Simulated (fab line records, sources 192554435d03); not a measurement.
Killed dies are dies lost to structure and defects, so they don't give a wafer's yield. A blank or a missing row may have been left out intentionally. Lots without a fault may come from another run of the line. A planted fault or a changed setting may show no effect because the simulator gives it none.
Split-lot experiment ; flow n5Finfet ; route with 1938 steps; 7 lots, 21 wafers read

== ABOUT THE SPLIT ==
At N5_BEOL_M6_COAT_22 (resist thk 30 nm), the setting spinRpm was moved away from the recipe's 1500 rpm on 6 of the 21 wafers read, by -9.9% to +9.3%. This setting was run at the recipe's value on the other wafers.

== FROM THE SPLIT TO THE READING: what the file shows between them, 4 steps ==
- N5_BEOL_M6_EBR_24
- N5_BEOL_M6_SOFTBAKE_23: time 60 s
- N5_BEOL_M6_EXPOSE_25: exposes mask V5, target cd 40 nm
- N5_BEOL_M6_PEB_26: peb time 60 s

== THE READING ==
CAR-EUV_of_BEOL_M6_COAT_22.thkNm (the simulator's own value, which no gauge read), in nm, at N5_BEOL_M6_DEVELOP_27 (develop time 30 s). The file gives no usual value for it. Across the 15 wafers here that went through the recipe, the average is 29.6 nm and the standard deviation 0.073 nm.

wafer;tool, chamber at the split;spinRpm as run, rpm;against the recipe;CAR-EUV_of_BEOL_M6_COAT_22.thkNm, nm;against lot-mates on the recipe
L076.1;lithoTrack-03, 0;1500;recipe;29.6;-
L076.5;lithoTrack-03, 0;1351;-9.9%;31.2;+1.6
L076.6;lithoTrack-03, 0;1351;-9.9%;31.2;+1.6
L078.1;lithoTrack-03, 0;1500;recipe;29.6;-
L078.4;lithoTrack-03, 0;1500;recipe;29.6;-
L078.2;lithoTrack-03, 0;1415;-5.7%;30.4;+0.8
L080.1;lithoTrack-04, 0;1618;+7.9%;28.4;-1.2
L080.2;lithoTrack-04, 0;1500;recipe;29.6;-
L080.5;lithoTrack-04, 0;1500;recipe;29.6;-
L084.2;lithoTrack-05, 0;1500;recipe;29.6;-
L084.3;lithoTrack-05, 0;1500;recipe;29.6;-
L084.6;lithoTrack-05, 0;1500;recipe;29.4;-
L090.1;lithoTrack-04, 0;1500;recipe;29.6;-
L090.3;lithoTrack-04, 0;1639;+9.3%;28.2;-1.5
L090.5;lithoTrack-04, 0;1500;recipe;29.8;-
L093.1;lithoTrack-04, 0;1500;recipe;29.6;-
L093.3;lithoTrack-04, 0;1500;recipe;29.6;-
L093.4;lithoTrack-04, 0;1500;recipe;29.6;-
L095.1;lithoTrack-05, 0;1500;recipe;29.6;-
L095.3;lithoTrack-05, 0;1500;recipe;29.6;-
L095.6;lithoTrack-05, 0;1363;-9.1%;31;+1.4

FIT RESULTS
A straight line over all 21 wafers: CAR-EUV_of_BEOL_M6_COAT_22.thkNm changes by -0.155 nm for each +1% of spinRpm; r = -1.00; the points scatter about the line by 0.071 nm.
The same after taking each lot's own level away (the mean of its wafers on the recipe; 21 wafers): -0.157 nm for each +1%; r = -1.00; scatter 0.057 nm.
Per that fit: largest spinRpm move, reading shift of 1.6 nm.
The span of the lots' own levels, 29.53 to 29.70 nm, comes to 2.3 times the standard deviation stated above.
So the lot-to-lot level changes the slope little: the two slopes agree.
Check: for one of the wafers moved furthest among these (-9.9%), held out of the fit, the line's prediction against its lot-mates is +1.55 nm. Against them it came out at +1.6 nm.

== OTHER SPLITS APPLIED TO THESE WAFERS ==
Note: prior to the reading, these wafers also went through further splits. Each is held against what the fit with the lots' levels taken away leaves over:
other split on the same wafers;wafers away from the commonest value;r with CAR-EUV_of_BEOL_M6_COAT_22.thkNm (lot level and that fit taken away)
N5_BEOL_M4_COAT_22 spinRpm;5;+0.18
N5_BEOL_M5_HM_DEP_02 targetThkA;6;+0.39
N5_BEOL_M5_COAT_59 spinRpm;6;+0.14
N5_BEOL_M6_ETCH_62 timeS;9;-0.19

== THE WHOLE CHAIN: every reading that the file lists as answering this split, in the file's order ==
step;what it does;reading;change (the file's fit);r (the file's)
N5_BEOL_M6_COAT_22;resist thk 30 nm;CAR-EUV_of_BEOL_M6_COAT_22.thkNm (the simulator's own value, which no gauge read);-0.154 nm for each +1% of the setting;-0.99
N5_BEOL_M6_DEVELOP_27;develop time 30 s;CAR-EUV_of_BEOL_M6_COAT_22.thkNm (the simulator's own value, which no gauge read);-0.156 nm for each +1% of the setting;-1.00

== THE FILE'S OWN FIT ==
CAR-EUV_of_BEOL_M6_COAT_22.thkNm changes by -0.156 nm for each +1% of spinRpm, r = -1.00.
